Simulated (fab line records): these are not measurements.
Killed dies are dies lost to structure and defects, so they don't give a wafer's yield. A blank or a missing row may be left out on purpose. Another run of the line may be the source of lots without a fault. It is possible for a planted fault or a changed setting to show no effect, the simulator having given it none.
Lot-split experiment -- flow n5 finfet -- on a route of 1938 steps: 7 lots, 21 wafers read

== ON THE SPLIT ==
At N5_PASSIVATION_VIA_ETCH_13 (etches SiO2 in CHF3/O2, target depth 660 nm, time 330 s), the setting bias w was moved away from the recipe's 170 W on 7 of the 21 wafers read, by -17.3% to +11.2%. All remaining wafers had this setting at the recipe value.

The reading comes from the split's own step.

== THE READING ==
rf vpp V, in V, at N5_PASSIVATION_VIA_ETCH_13 (etches SiO2 in CHF3/O2, target depth 660 nm, time 330 s). A value of 527 V with a standard deviation of 11 V is what fault-free wafers of this fab line usually give.

wafer,"tool, chamber at the split","bias w as run, W",against the recipe,"rf vpp V, V",against lot-mates on the recipe
L077.4,"rie diel-06, 3",153.6,-9.6%,487,-42
L077.5,"rie diel-06, 0",170,recipe,533,-
L077.6,"rie diel-06, 1",170,recipe,525,-
L082.3,"rie diel-02, 3",147.1,-13.5%,452,-79
L082.4,"rie diel-02, 0",147.1,-13.5%,473,-58
L082.5,"rie diel-02, 0",170,recipe,531,-
L084.2,"rie diel-04, 1",170,recipe,518,-
L084.4,"rie diel-04, 3",170,recipe,512,-
L084.5,"rie diel-04, 3",140.6,-17.3%,438,-77
L089.2,"rie diel-06, 2",189,+11.2%,580,+48
L089.4,"rie diel-06, 3",170,recipe,529,-
L089.6,"rie diel-06, 0",170,recipe,535,-
L093.1,"rie diel-06, 0",170,recipe,535,-
L093.2,"rie diel-06, 2",170,recipe,534,-
L093.4,"rie diel-06, 3",170,recipe,536,-
L096.2,"rie diel-02, 0",180.3,+6.1%,555,+24
L096.5,"rie diel-02, 3",180.3,+6.1%,532,+1
L096.6,"rie diel-02, 0",170,recipe,531,-
L097.1,"rie diel-02, 3",170,recipe,506,-
L097.2,"rie diel-02, 0",170,recipe,530,-
L097.5,"rie diel-02, 2",170,recipe,543,-

FIT RESULTS
A straight line over all 21 wafers: rf vpp V changes by +4.66 V for each +1% of bias w; r = +0.95; the points scatter about the line by 11 V.
The same after taking each lot's own level away (the mean of its wafers on the recipe; 21 wafers): +4.41 V for each +1%; r = +0.95; scatter 9.5 V.
On that fit, the largest move of bias w shifts the reading by 76 V.
Measured against the standard deviation above, the lots' own levels, which go from 515.0 to 535.0 V, span 1.8 times it.
The two slopes are in agreement: the lot-to-lot level therefore moves the slope only a little.
Check: with one of the wafers moved furthest among these (-17.3%) left out of the fit, the line predicts -79.2 V for it against its lot-mates. Against them it came out at -77 V.
Tool readings at the split's step, against how far the setting was moved: rf vpp V r = +0.95.

== OTHER SPLITS ON THESE WAFERS ==
Other splits were also applied to these wafers ahead of the reading. Each is held against what the fit with the lots' levels taken away leaves over:
other split on the same wafers,wafers away from the commonest value,r with rf vpp V (lot level and that fit taken away)
N5_BEOL_M13_ETCH_67 bias w,9,-0.21
N5_BEOL_M15_ILD_DEP_00 time s,9,-0.02
N5_BEOL_M15_COAT_04 spin rpm,5,+0.05
N5_MIM_TOP_ALD_01 ald cycles,8,-0.33

== THE FILE'S OWN FIT ==
rf vpp V changes by +4.46 V for each +1% of bias w, r = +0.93.
